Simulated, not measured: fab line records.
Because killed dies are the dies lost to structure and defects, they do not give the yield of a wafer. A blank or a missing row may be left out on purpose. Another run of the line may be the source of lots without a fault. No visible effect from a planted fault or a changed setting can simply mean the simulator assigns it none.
Split-lot trial + flow n5_finfet + 7 lots, 39 wafers read, on a route of 1938 steps

## THE SPLIT
At N5_HKMG_FIN_NWFM_ALD_20 (deposits TiAlC, target thk 2 nm, pulse time 3 s, purge time 2 s), the setting ald_cycles was moved away from the recipe's 7 on 9 of the 39 wafers read, by -28.6% to +28.6%. The other wafers ran this setting at the recipe's value.

The reading is taken at the split's own step.

## THE READING
TiAlC_of_HKMG_FIN_NWFM_ALD_20.thk_nm (the simulator's own value, which no gauge read), in nm, at N5_HKMG_FIN_NWFM_ALD_20 (deposits TiAlC, target thk 2 nm, pulse time 3 s, purge time 2 s). No usual value for it is given in the file.

| wafer  | tool, chamber at the split | ald_cycles as run | against the recipe | TiAlC_of_HKMG_FIN_NWFM_ALD_20.thk_nm, nm | against lot-mates on the recipe |
|--------|----------------------------|-------------------|--------------------|------------------------------------------|---------------------------------|
| L074.1 | ald_metal-03, 0,1,3,2,1,0  | 7                 | recipe             | 2                                        | -                               |
| L074.2 | ald_metal-03, 0,1,3,2,1,0  | 7                 | recipe             | 2                                        | -                               |
| L074.3 | ald_metal-03, 0,1,3,2,1,0  | 7                 | recipe             | 2                                        | -                               |
| L074.4 | ald_metal-03, 0,1,3,2,1,0  | 7                 | recipe             | 2                                        | -                               |
| L074.5 | ald_metal-03, 0,1,3,2,1,0  | 7                 | recipe             | 2                                        | -                               |
| L074.6 | ald_metal-03, 0,1,3,2,1,0  | 7                 | recipe             | 2                                        | -                               |
| L082.1 | ald_metal-03, 3,1,0        | 7                 | recipe             | 2                                        | -                               |
| L082.5 | ald_metal-03, 3,1,0        | 7                 | recipe             | 2                                        | -                               |
| L082.6 | ald_metal-03, 3,1,0        | 7                 | recipe             | 2                                        | -                               |
| L082.2 | ald_metal-03, 0,1,2        | 9                 | +28.6%             | 2.6                                      | +0.6                            |
| L082.3 | ald_metal-03, 0,1,2        | 9                 | +28.6%             | 2.6                                      | +0.6                            |
| L082.4 | ald_metal-03, 0,1,2        | 9                 | +28.6%             | 2.6                                      | +0.6                            |
| L086.1 | ald_metal-02, 1,0          | 6                 | -14.3%             | 1.8                                      | -0.2                            |
| L086.4 | ald_metal-02, 1,0          | 6                 | -14.3%             | 1.8                                      | -0.2                            |
| L086.2 | ald_metal-02, 3,2,0        | 7                 | recipe             | 2                                        | -                               |
| L086.3 | ald_metal-02, 3,2,0        | 7                 | recipe             | 2                                        | -                               |
| L086.6 | ald_metal-02, 3,2,0        | 7                 | recipe             | 2                                        | -                               |
| L086.5 | ald_metal-02, 3            | 6                 | -14.3%             | 1.6                                      | -0.4                            |
| L091.3 | ald_metal-03, 1,1,2        | 7                 | recipe             | 2                                        | -                               |
| L091.5 | ald_metal-03, 1,1,2        | 7                 | recipe             | 2                                        | -                               |
| L091.6 | ald_metal-03, 1,1,2        | 7                 | recipe             | 2                                        | -                               |
| L092.1 | ald_metal-01, 2,1,0,3,0,1  | 7                 | recipe             | 2                                        | -                               |
| L092.2 | ald_metal-01, 2,1,0,3,0,1  | 7                 | recipe             | 2                                        | -                               |
| L092.3 | ald_metal-01, 2,1,0,3,0,1  | 7                 | recipe             | 2                                        | -                               |
| L092.4 | ald_metal-01, 2,1,0,3,0,1  | 7                 | recipe             | 2                                        | -                               |
| L092.5 | ald_metal-01, 2,1,0,3,0,1  | 7                 | recipe             | 2                                        | -                               |
| L092.6 | ald_metal-01, 2,1,0,3,0,1  | 7                 | recipe             | 2                                        | -                               |
| L094.1 | ald_metal-03, 1,0,1        | 5                 | -28.6%             | 1.4                                      | -0.6                            |
| L094.3 | ald_metal-03, 1,0,1        | 5                 | -28.6%             | 1.4                                      | -0.6                            |
| L094.5 | ald_metal-03, 1,0,1        | 5                 | -28.6%             | 1.4                                      | -0.6                            |
| L094.2 | ald_metal-03, 2,3,0        | 7                 | recipe             | 2                                        | -                               |
| L094.4 | ald_metal-03, 2,3,0        | 7                 | recipe             | 2                                        | -                               |
| L094.6 | ald_metal-03, 2,3,0        | 7                 | recipe             | 2                                        | -                               |
| L096.1 | ald_metal-03, 2,1,0,3,1,0  | 7                 | recipe             | 2                                        | -                               |
| L096.2 | ald_metal-03, 2,1,0,3,1,0  | 7                 | recipe             | 2                                        | -                               |
| L096.3 | ald_metal-03, 2,1,0,3,1,0  | 7                 | recipe             | 2                                        | -                               |
| L096.4 | ald_metal-03, 2,1,0,3,1,0  | 7                 | recipe             | 2                                        | -                               |
| L096.5 | ald_metal-03, 2,1,0,3,1,0  | 7                 | recipe             | 2                                        | -                               |
| L096.6 | ald_metal-03, 2,1,0,3,1,0  | 7                 | recipe             | 2                                        | -                               |
When a row names more than one chamber, that row covers several wafers, and the file does not tell which wafer ran in which chamber.

THE FIT
A straight line over all 39 wafers: TiAlC_of_HKMG_FIN_NWFM_ALD_20.thk_nm changes by +0.0208 nm for each +1% of ald_cycles; r = +0.99; the points scatter about the line by 0.028 nm.
The same after taking each lot's own level away (the mean of its wafers on the recipe; 39 wafers): +0.0208 nm for each +1%; r = +0.99; scatter 0.028 nm.
According to that fit, moving ald_cycles by its largest amount changes the reading by 0.59 nm.
The lots' own levels span 2.00 to 2.00 nm.
The two slopes agree, so the slope changes little with the lot-to-lot level.
Check: for one of the wafers moved furthest among these (+28.6%), held out of the fit, the line's prediction against its lot-mates is +0.594 nm. Against them it came out at +0.6 nm.

## OTHER SPLITS ON THESE WAFERS
Other splits were also applied to these wafers ahead of the reading. Each is held against what the fit with the lots' levels taken away leaves over:
| other split on the same wafers        | wafers away from the commonest value | r with TiAlC_of_HKMG_FIN_NWFM_ALD_20.thk_nm (lot level and that fit taken away) |
|---------------------------------------|--------------------------------------|---------------------------------------------------------------------------------|
| N5_FIN_SAQP_DEVELOP_15 develop_time_s | 15                                   | -0.13                                                                           |
| N5_DUMMY_GATE_PECVD_30 time_s         | 15                                   | -0.06                                                                           |
| N5_HKMG_FIN_ALD_91 ald_cycles         | 12                                   | -0.01                                                                           |

## FILE'S OWN FIT
TiAlC_of_HKMG_FIN_NWFM_ALD_20.thk_nm changes by +0.0207 nm for each +1% of ald_cycles, r = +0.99.
